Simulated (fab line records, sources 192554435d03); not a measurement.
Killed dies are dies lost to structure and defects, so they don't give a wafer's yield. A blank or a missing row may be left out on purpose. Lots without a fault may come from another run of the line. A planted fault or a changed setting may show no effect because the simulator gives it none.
Split-lot experiment | flow n5_finfet | 7 lots, 21 wafers read, on a route of 1938 steps

THE SPLIT
At N5_HKMG_FIN_ETCH_31 (etches SiARC in CF4, target depth 45.5 nm, time 75.8 s), the setting bias_w was moved away from the recipe's 36 W on 9 of the 21 wafers read, by -15.6% to +9.3%. The other wafers ran this setting at the recipe's value.

The reading is taken at the split's own step.

THE READING
rf_vpp_V, in V, at N5_HKMG_FIN_ETCH_31 (etches SiARC in CF4, target depth 45.5 nm, time 75.8 s). Fault-free wafers of this fab line usually give 184.3 V, standard deviation 0.97 V.

wafer  | tool, chamber at the split | bias_w as run, W | against the recipe | rf_vpp_V, V | against lot-mates on the recipe
L074.1 | rie_diel-01, 0             | 39.34            | +9.3%              | 197.5       | +13.9
L074.5 | rie_diel-01, 2             | 36               | recipe             | 184.5       | -
L074.6 | rie_diel-01, 1             | 36               | recipe             | 182.7       | -
L083.3 | rie_diel-06, 0             | 36               | recipe             | 183.4       | -
L083.4 | rie_diel-06, 2             | 36               | recipe             | 184.5       | -
L083.5 | rie_diel-06, 0             | 36               | recipe             | 183.1       | -
L090.2 | rie_diel-06, 0             | 36               | recipe             | 184.1       | -
L090.3 | rie_diel-06, 3             | 36               | recipe             | 183.7       | -
L090.6 | rie_diel-06, 2             | 30.39            | -15.6%             | 164.6       | -19.3
L094.1 | rie_diel-06, 0             | 36               | recipe             | 183.0       | -
L094.3 | rie_diel-06, 1             | 36               | recipe             | 185.2       | -
L094.4 | rie_diel-06, 3             | 37.63            | +4.5%              | 189.6       | +5.5
L095.1 | rie_diel-06, 3             | 31.68            | -12.0%             | 168.2       | -15.6
L095.3 | rie_diel-06, 0             | 31.68            | -12.0%             | 167.4       | -16.4
L095.5 | rie_diel-06, 0             | 36               | recipe             | 183.8       | -
L096.1 | rie_diel-06, 2             | 39.24            | +9.0%              | 193.7       | +9.9
L096.2 | rie_diel-06, 0             | 36               | recipe             | 183.8       | -
L096.6 | rie_diel-06, 3             | 39.24            | +9.0%              | 193.6       | +9.8
L097.1 | rie_diel-06, 1             | 33.48            | -7.0%              | 176.7       | -6.2
L097.3 | rie_diel-06, 2             | 36               | recipe             | 182.9       | -
L097.5 | rie_diel-06, 0             | 33.48            | -7.0%              | 175.7       | -7.2

THE FIT
A straight line over all 21 wafers: rf_vpp_V changes by +1.25 V for each +1% of bias_w; r = +0.99; the points scatter about the line by 1 V.
The same after taking each lot's own level away (the mean of its wafers on the recipe; 21 wafers): +1.24 V for each +1%; r = +0.99; scatter 1.2 V.
On that fit, the largest move of bias_w shifts the reading by 19 V.
The lots' own levels span 182.90 to 184.10 V, that is 1.2 times the standard deviation above.
So the lot-to-lot level changes the slope little: the two slopes agree.
Check: with one of the wafers moved furthest among these (-15.6%) left out of the fit, the line predicts -19.2 V for it against its lot-mates. It came out at -19.3 V against them.
Tool readings at the split's step, against how far the setting was moved: rf_vpp_V r = +0.99.

THE FILE'S OWN FIT
rf_vpp_V changes by +1.26 V for each +1% of bias_w, r = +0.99.
